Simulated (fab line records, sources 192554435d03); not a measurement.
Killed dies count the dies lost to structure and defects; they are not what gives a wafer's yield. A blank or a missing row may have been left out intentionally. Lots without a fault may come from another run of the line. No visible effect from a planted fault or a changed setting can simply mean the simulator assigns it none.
Which tool is to blame?    flow n5_finfet    24 lots with 72 wafers sampled at 2 steps, on a route of 1938 steps

WHAT THE GAUGES SHOWED, per wafer
N5_BEOL_M12_INSPECT_55: inspects for defects (darkfield).
lot   measured      on                 raw_defect_count
L076  day 11 02:05  defect_inspect-01  114 83 71
L075  day 11 07:57  defect_inspect-02  49 53 53
L074  day 11 08:29  defect_inspect-01  113 86 116
L077  day 11 12:39  defect_inspect-01  78 52 68
L078  day 12 06:08  defect_inspect-02  63 66 54
L080  day 12 06:25  defect_inspect-02  117 95 81
L079  day 12 08:39  defect_inspect-01  39 58 44
L081  day 12 19:58  defect_inspect-02  50 53 62
L083  day 13 12:01  defect_inspect-01  33 38 41
L084  day 13 12:17  defect_inspect-01  83 100 116
L082  day 13 12:45  defect_inspect-02  54 89 85
L085  day 14 00:46  defect_inspect-01  60 53 65
L086  day 14 20:37  defect_inspect-02  123 70 63
L087  day 14 20:53  defect_inspect-02  91 60 67
L089  day 15 14:17  defect_inspect-01  54 44 57
L088  day 15 14:43  defect_inspect-02  68 92 112
L093  day 15 23:03  defect_inspect-01  67 49 54
L090  day 15 23:59  defect_inspect-02  70 76 52
L091  day 16 04:58  defect_inspect-01  34 48 26
L092  day 16 07:24  defect_inspect-01  57 39 67
L094  day 16 13:29  defect_inspect-01  53 60 48
L095  day 16 14:35  defect_inspect-02  92 46 45
L097  day 17 09:43  defect_inspect-01  43 36 41
L096  day 17 11:19  defect_inspect-01  55 76 64

N5_BEOL_M13_THK_MEAS_01.
lot   measured      on             M13_ILD_THK (nm)
L076  day 11 02:16  film_metro-01  806 814 832
L075  day 11 08:08  film_metro-02  816 827 850
L074  day 11 08:41  film_metro-01  850 830 838
L077  day 11 12:50  film_metro-02  869 842 853
L078  day 12 06:19  film_metro-02  843 831 849
L080  day 12 06:36  film_metro-01  825 846 832
L079  day 12 08:50  film_metro-01  829 833 859
L081  day 12 20:09  film_metro-01  818 831 833
L083  day 13 12:12  film_metro-01  835 853 839
L084  day 13 12:29  film_metro-01  830 841 837
L082  day 13 12:59  film_metro-01  829 853 854
L085  day 14 00:57  film_metro-01  841 832 840
L086  day 14 20:48  film_metro-02  842 830 844
L087  day 14 21:04  film_metro-01  828 846 854
L089  day 15 14:28  film_metro-01  828 852 845
L088  day 15 14:55  film_metro-01  825 831 832
L093  day 15 23:14  film_metro-02  832 833 839
L090  day 16 00:11  film_metro-01  831 849 854
L091  day 16 05:09  film_metro-01  814 821 828
L092  day 16 07:35  film_metro-01  844 862 863
L094  day 16 13:40  film_metro-01  828 845 842
L095  day 16 14:47  film_metro-01  827 834 846
L097  day 17 09:55  film_metro-02  839 849 883
L096  day 17 11:30  film_metro-01  828 819 828

TOOL THAT RAN EACH LOT (tool first, then ch and the chambers of the sampled wafers, then the start)
Before these readings, the record contains no process step.

AS READ BY THE TOOLS THEMSELVES (means over the sampled wafers that have a number; for cases with no such wafer, the mark the record gives instead)
The record holds no such reading with a usual standard deviation.

THE ANSWER, worked out from the rows above alone
Rule: usual is defined by the lots themselves. The widest of any qualifying gaps counts: lots, ordered by their means at a reading, are off when they make up no more than a third of the lots, leave a main group of 4 or more, and stand apart from it by 3 or more times the standard deviation of that group's means. A main group whose means are all the same, to the digits that the tables above print for the reading, isn't used. A lot without any number at a reading at which 4 lots or more have one is off too. Any other lot the step has rows for is counted as sound. First the gauges in route order, then the tools' own readings, where a lot's mean is used as printed above. At the first step where some lot is off, the reading lying furthest off is the one used; lots without a number count as furthest.
None of the lots is off at any reading shown; this tells nothing.

WHAT THE SIMULATOR PUT IN
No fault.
